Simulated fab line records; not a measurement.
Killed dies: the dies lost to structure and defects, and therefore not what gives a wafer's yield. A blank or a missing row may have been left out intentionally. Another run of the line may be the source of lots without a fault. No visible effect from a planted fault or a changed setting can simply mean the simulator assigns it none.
Which of the tools did it? -- flow n5_finfet -- 14 lots with 42 wafers sampled at 7 steps, on a route of 1938 steps

== WHAT THE GAUGES READ, wafer by wafer ==
N5_BEOL_M4_CD_MEAS_18: pitch 36 nm, target cd 18 nm.
lot,measured,on,cd_nm (nm)
L380,day 8 01:44,cd_sem-01,18.4 17.7 18.8
L381,day 8 09:34,cd_sem-02,17.7 18.1 17.8
L382,day 8 15:25,cd_sem-03,17.9 18.7 18.2
L383,day 8 21:52,cd_sem-01,17.9 17.9 18.5
L385,day 9 15:52,cd_sem-01,18.1 18.2 17.9
L387,day 9 22:50,cd_sem-02,18.8 18.0 18.2
L388,day 10 01:58,cd_sem-01,- - -
L389,day 10 03:17,cd_sem-02,- - -
L390,day 10 07:25,cd_sem-03,18.0 18.2 18.2
L391,day 10 22:28,cd_sem-01,18.5 18.2 18.6
L399,day 13 12:37,cd_sem-03,18.5 17.8 18.6
L401,day 13 15:04,cd_sem-02,18.1 18.3 18.4
L400,day 13 18:02,cd_sem-02,17.8 18.1 18.1
L402,day 13 18:20,cd_sem-03,17.6 17.9 17.5

N5_BEOL_M4_RC_MEAS_101.
lot,measured,on,DIBL_N (mV/V),DIBL_P (mV/V),IOFF_N (nA/um),IOFF_P (nA/um),ION_N (uA/um),ION_P (uA/um),SS_N (mV/dec),SS_P (mV/dec),VT_N (mV),VT_P (mV)
L380,day 8 10:36,prober-01,38.6 37.0 36.2,39.1 37.7 36.8,0.22 0.19 0.18,0.26 0.24 0.22,692 684 683,468 467 464,71.6 71.2 71.8,73.7 73.8 73.9,248 246 245,-250 -248 -250
L381,day 8 20:47,prober-02,33.9 35.8 33.0,35.7 37.6 34.6,0.13 0.15 0.11,0.18 0.19 0.16,667 680 648,460 460 445,71.1 71.4 71.1,73.1 73.6 72.9,251 248 255,-252 -253 -255
L382,day 9 01:07,prober-02,36.7 34.7 35.8,38.3 36.3 37.5,0.18 0.15 0.16,0.23 0.20 0.21,680 669 669,465 461 460,71.9 71.4 71.4,72.7 72.7 72.5,249 251 248,-249 -252 -252
L383,day 9 06:21,prober-02,35.2 36.7 34.6,35.2 36.1 35.2,0.14 0.16 0.13,0.18 0.18 0.17,681 673 665,460 455 461,71.1 71.7 70.6,73.5 72.3 72.1,251 251 250,-251 -254 -252
L385,day 10 01:47,prober-02,35.0 35.8 33.0,36.6 36.6 33.8,0.15 0.16 0.13,0.19 0.18 0.15,669 675 671,457 455 454,71.6 72.2 70.9,72.8 73.2 72.9,250 249 252,-255 -254 -257
L387,day 10 05:44,prober-01,36.0 38.7 37.0,34.2 37.7 36.6,0.13 0.18 0.14,0.16 0.20 0.19,669 673 679,453 453 460,71.8 72.5 72.0,73.8 73.7 73.5,254 253 252,-255 -253 -254
L390,day 11 02:45,prober-01,40.9 40.6 39.4,40.8 40.0 38.3,0.20 0.20 0.18,0.26 0.25 0.22,700 687 697,469 466 470,71.1 71.7 71.0,75.2 74.1 74.0,247 247 249,-249 -249 -250
L391,day 11 05:12,prober-01,37.9 37.9 35.4,39.9 39.9 36.6,0.20 0.20 0.16,0.28 0.29 0.24,682 694 678,468 481 470,72.1 72.4 71.5,74.6 73.7 73.3,244 245 248,-246 -246 -248
L399,day 13 21:14,prober-02,38.0 38.9 38.2,38.2 39.1 38.4,0.18 0.20 0.18,0.23 0.27 0.23,675 683 682,462 470 469,71.4 72.0 72.5,74.1 74.2 74.7,250 248 248,-248 -247 -247
L401,day 13 23:46,prober-01,39.8 35.9 35.3,39.3 36.6 35.1,0.24 0.17 0.15,0.29 0.23 0.21,696 690 669,470 464 467,72.4 71.0 71.4,74.2 72.5 72.7,243 247 251,-246 -247 -252
L400,day 14 02:49,prober-02,36.8 38.6 34.2,36.9 37.4 32.8,0.16 0.20 0.13,0.20 0.21 0.16,672 692 664,463 465 452,71.1 71.9 71.2,73.5 73.9 71.9,249 247 252,-253 -251 -254
L402,day 14 05:08,prober-01,34.0 35.2 35.9,33.6 34.5 34.8,0.12 0.14 0.15,0.18 0.19 0.19,669 666 673,459 456 456,71.1 71.7 71.7,73.0 73.5 72.7,253 252 250,-252 -254 -253

== EACH LOT AND THE TOOL THAT RAN IT (in order: tool; ch and the chambers of the sampled wafers; start) ==
lot,N5_BEOL_M3_ANNEAL_95,N5_BEOL_M3_DEP_57,N5_BEOL_M4_ETCH_64,N5_BEOL_M4_STRIP_66,N5_BEOL_M4_HM_OPEN_17
L380,"pvd_sputter-02, day 7 20:31","pecvd-03 ch 0,2, day 7 21:41","rie_diel-02 ch 0,2, day 8 01:23","rie_diel-02 ch 0,2, day 8 01:31","rie_metal-02 ch 0,1, day 8 01:33"
L381,"pvd_sputter-03, day 8 06:10","pecvd-01 ch 0,2, day 8 07:21","rie_diel-02 ch 1,2,3, day 8 09:13","rie_diel-02 ch 1,2,3, day 8 09:21","rie_metal-03 ch 0,1, day 8 09:25"
L382,"pvd_sputter-01, day 8 12:10","pecvd-01 ch 0,2, day 8 13:17","rie_diel-02 ch 0,2,3, day 8 15:04","rie_diel-02 ch 0,2,3, day 8 15:11","rie_metal-03 ch 0,1, day 8 15:14"
L383,"pvd_sputter-02, day 8 16:53","pecvd-02 ch 0,1,2, day 8 18:08","rie_diel-01 ch 0,1,3, day 8 21:20","rie_diel-01 ch 0,1,3, day 8 21:29","rie_metal-02 ch 1, day 8 21:35"
L385,"pvd_sputter-02, day 9 13:12","pecvd-02 ch 0,1,2, day 9 14:24","rie_diel-02 ch 0,2,3, day 9 15:30","rie_diel-02 ch 0,2,3, day 9 15:38","rie_metal-01 ch 0,1, day 9 15:41"
L387,"pvd_sputter-01, day 9 17:34","pecvd-02 ch 0,1,2, day 9 18:43","rie_diel-02 ch 0,1,3, day 9 22:29","rie_diel-02 ch 0,1,3, day 9 22:37","rie_metal-03 ch 0,1, day 9 22:41"
L388,"pvd_sputter-03, day 9 20:56","pecvd-01 ch 0,1,2, day 9 22:29","rie_diel-01 ch 0,2, day 10 01:36","rie_diel-01 ch 0,2, day 10 01:44","rie_metal-03 ch 0,1, day 10 01:49"
L389,"pvd_sputter-03, day 10 00:14","pecvd-02 ch 0,1, day 10 01:22","rie_diel-04 ch 2,3, day 10 02:56","rie_diel-04 ch 2,3, day 10 03:04","rie_metal-03 ch 1, day 10 03:06"
L390,"pvd_sputter-01, day 10 04:04","pecvd-01 ch 1,2, day 10 05:22","rie_diel-04 ch 0,2,3, day 10 07:03","rie_diel-04 ch 0,2,3, day 10 07:11","rie_metal-02 ch 0,1, day 10 07:13"
L391,"pvd_sputter-01, day 10 17:47","pecvd-02 ch 0,1,2, day 10 18:58","rie_diel-04 ch 1,2,3, day 10 22:07","rie_diel-04 ch 1,2,3, day 10 22:15","rie_metal-01 ch 0,1, day 10 22:17"
L399,"pvd_sputter-01, day 13 10:00","pecvd-03 ch 0,1,2, day 13 11:19","rie_diel-02 ch 1,2, day 13 12:16","rie_diel-02 ch 1,2, day 13 12:23","rie_metal-03 ch 0,1, day 13 12:28"
L401,"pvd_sputter-03, day 13 10:43","pecvd-03 ch 1,2, day 13 12:07","rie_diel-01 ch 1,3, day 13 14:43","rie_diel-01 ch 1,3, day 13 14:50","rie_metal-01 ch 0,1, day 13 14:53"
L400,"pvd_sputter-03, day 13 13:41","pecvd-01 ch 0,2, day 13 14:48","rie_diel-02 ch 0,1,3, day 13 17:28","rie_diel-02 ch 0,1,3, day 13 17:37","rie_metal-01 ch 0,1, day 13 17:39"
L402,"pvd_sputter-02, day 13 15:04","pecvd-01 ch 0,1,2, day 13 16:12","rie_diel-04 ch 0,2, day 13 17:46","rie_diel-04 ch 0,2, day 13 17:53","rie_metal-02 ch 0, day 13 17:56"
- N5_BEOL_M3_ANNEAL_95: time 240 s.
- N5_BEOL_M3_DEP_57: deposits SiCN from 3MS/NH3, target thk 8 nm, time 14 s.
- N5_BEOL_M4_ETCH_64: etches SOC in N2/H2, target depth 75 nm, overetch 22.5 nm, time 121.9 s.
- N5_BEOL_M4_STRIP_66: strips in CF4.
- N5_BEOL_M4_HM_OPEN_17: chemistry Cl2/BCl3, target TiN, target depth 20 nm, overetch 6 nm.

== WHAT THE TOOLS THEMSELVES READ (means of the sampled wafers that have a number; where no wafer has one, the mark that the record gives instead) ==
N5_BEOL_M3_ANNEAL_95.
lot,tool,heater_power_w (W)
L380,pvd_sputter-02,760
L381,pvd_sputter-03,854
L382,pvd_sputter-01,773
L383,pvd_sputter-02,809
L385,pvd_sputter-02,782
L387,pvd_sputter-01,777
L388,pvd_sputter-03,810
L389,pvd_sputter-03,812
L390,pvd_sputter-01,854
L391,pvd_sputter-01,817
L399,pvd_sputter-01,809
L401,pvd_sputter-03,893
L400,pvd_sputter-03,890
L402,pvd_sputter-02,760

N5_BEOL_M3_DEP_57.
lot,tool,showerhead_plenum_p_Torr (Torr),throttle_valve_pct (%)
L380,pecvd-03,3.673,9.4
L381,pecvd-01,3.673,8.6
L382,pecvd-01,3.674,8.6
L383,pecvd-02,3.661,8.9
L385,pecvd-02,3.659,9.0
L387,pecvd-02,3.664,9.0
L388,pecvd-01,3.663,8.9
L389,pecvd-02,3.654,9.2
L390,pecvd-01,3.665,9.3
L391,pecvd-02,3.663,9.0
L399,pecvd-03,3.662,8.7
L401,pecvd-03,3.656,8.7
L400,pecvd-01,3.671,8.6
L402,pecvd-01,3.669,9.0

N5_BEOL_M4_ETCH_64.
lot,tool,bias_w (W),chamber_pressure_mTorr (mTorr),drypump_motor_current_A (A),oes_product_au (a.u.),rf_vpp_V (V),showerhead_plenum_p_Torr (Torr),throttle_valve_pct (%)
L380,rie_diel-02,149.9,30.016,5.4,0.58,523.2,2.52,18.03
L381,rie_diel-02,150.0,30.007,5.9,0.61,522.2,2.53,17.80
L382,rie_diel-02,150.3,30.031,5.6,0.59,524.0,2.56,17.88
L383,rie_diel-01,150.2,30.027,5.8,0.64,524.4,2.54,17.66
L385,rie_diel-02,150.4,29.972,5.6,0.59,523.9,2.56,17.91
L387,rie_diel-02,149.8,29.996,5.8,0.55,523.8,2.53,17.74
L388,rie_diel-01,-,-,-,-,-,-,-
L389,rie_diel-04,-,-,-,-,-,-,-
L390,rie_diel-04,150.1,29.994,5.4,0.64,524.0,2.54,17.59
L391,rie_diel-04,149.7,29.995,5.2,0.61,524.3,2.53,17.76
L399,rie_diel-02,150.2,29.982,6.0,0.58,521.9,2.43,17.95
L401,rie_diel-01,150.4,30.023,5.8,0.59,523.4,2.52,17.75
L400,rie_diel-02,149.8,29.978,5.8,0.54,522.8,2.52,17.81
L402,rie_diel-04,150.2,29.986,5.7,0.62,522.8,2.50,17.66

N5_BEOL_M4_STRIP_66.
lot,tool,cf4_flow_sccm (sccm),drypump_motor_current_A (A),oes_product_au (a.u.),rf_vpp_V (V),showerhead_plenum_p_Torr (Torr),throttle_valve_pct (%)
L380,rie_diel-02,150.1,5.4,0.76,271.2,1.78,13.68
L381,rie_diel-02,150.0,5.9,0.79,271.3,1.78,13.51
L382,rie_diel-02,149.7,5.6,0.77,271.3,1.80,13.55
L383,rie_diel-01,150.1,5.8,0.84,271.3,1.79,13.47
L385,rie_diel-02,150.0,5.6,0.76,271.0,1.80,13.56
L387,rie_diel-02,149.9,5.7,0.73,270.9,1.79,13.61
L388,rie_diel-01,149.8,6.0,0.78,269.8,1.77,13.62
L389,rie_diel-04,149.9,5.0,0.84,272.1,1.82,13.37
L390,rie_diel-04,149.7,5.4,0.83,271.1,1.80,13.46
L391,rie_diel-04,150.1,5.2,0.80,270.4,1.79,13.51
L399,rie_diel-02,149.9,6.0,0.75,270.2,1.73,13.75
L401,rie_diel-01,149.5,5.8,0.77,271.3,1.77,13.51
L400,rie_diel-02,149.6,5.7,0.70,270.9,1.78,13.67
L402,rie_diel-04,149.7,5.7,0.81,270.3,1.78,13.53

N5_BEOL_M4_HM_OPEN_17.
lot,tool,drypump_motor_current_A (A),oes_product_au (a.u.),throttle_valve_pct (%)
L380,rie_metal-02,6.0,0.52,22.34
L381,rie_metal-03,5.4,0.73,22.09
L382,rie_metal-03,5.4,0.77,22.15
L383,rie_metal-02,5.8,0.52,22.44
L385,rie_metal-01,6.1,0.66,22.03
L387,rie_metal-03,5.4,0.74,22.17
L388,rie_metal-03,5.4,0.32,22.82
L389,rie_metal-03,5.4,0.31,22.67
L390,rie_metal-02,6.0,0.63,22.26
L391,rie_metal-01,6.1,0.65,22.06
L399,rie_metal-03,5.4,0.71,22.19
L401,rie_metal-01,5.9,0.64,22.14
L400,rie_metal-01,6.1,0.64,22.06
L402,rie_metal-02,6.2,0.77,21.94

== THE ANSWER, worked out from the rows above alone ==
Rule: the lots themselves supply what counts as usual. The widest of any qualifying gaps counts: lots, ordered by their means at a reading, are off when they make up no more than a third of the lots, leave a main group of 4 or more, and stand apart from it by 3 or more times the standard deviation of that group's means. A main group whose means are all the same, to the digits that the tables above print for the reading, isn't used. Also off: a lot with no number at a reading for which 4 or more lots have one. Any other lot the step has rows for is counted as sound. Order of review: gauges by route order, followed by the tools' own readings, for which a lot's mean as printed above is used. At the first step where some lot is off, the reading lying furthest off is the one used; lots without a number count as furthest.
Off at N5_BEOL_M4_CD_MEAS_18 (cd_nm): L388, L389. Without a number there: L388, L389. For the main group the mean is 18.1 nm and the standard deviation 0.21.
If a tool, at a process step before that reading, ran all the lots that are off and no sound lot after the first of them, it fits. Not tried: the gauges at N5_BEOL_M4_CD_MEAS_18; whatever is off there is also off at N5_BEOL_M4_ETCH_64, on other tools, and gauge error can't account for it. Of those tried, none fits.

== WHAT THE SIMULATOR HAD INSERTED ==
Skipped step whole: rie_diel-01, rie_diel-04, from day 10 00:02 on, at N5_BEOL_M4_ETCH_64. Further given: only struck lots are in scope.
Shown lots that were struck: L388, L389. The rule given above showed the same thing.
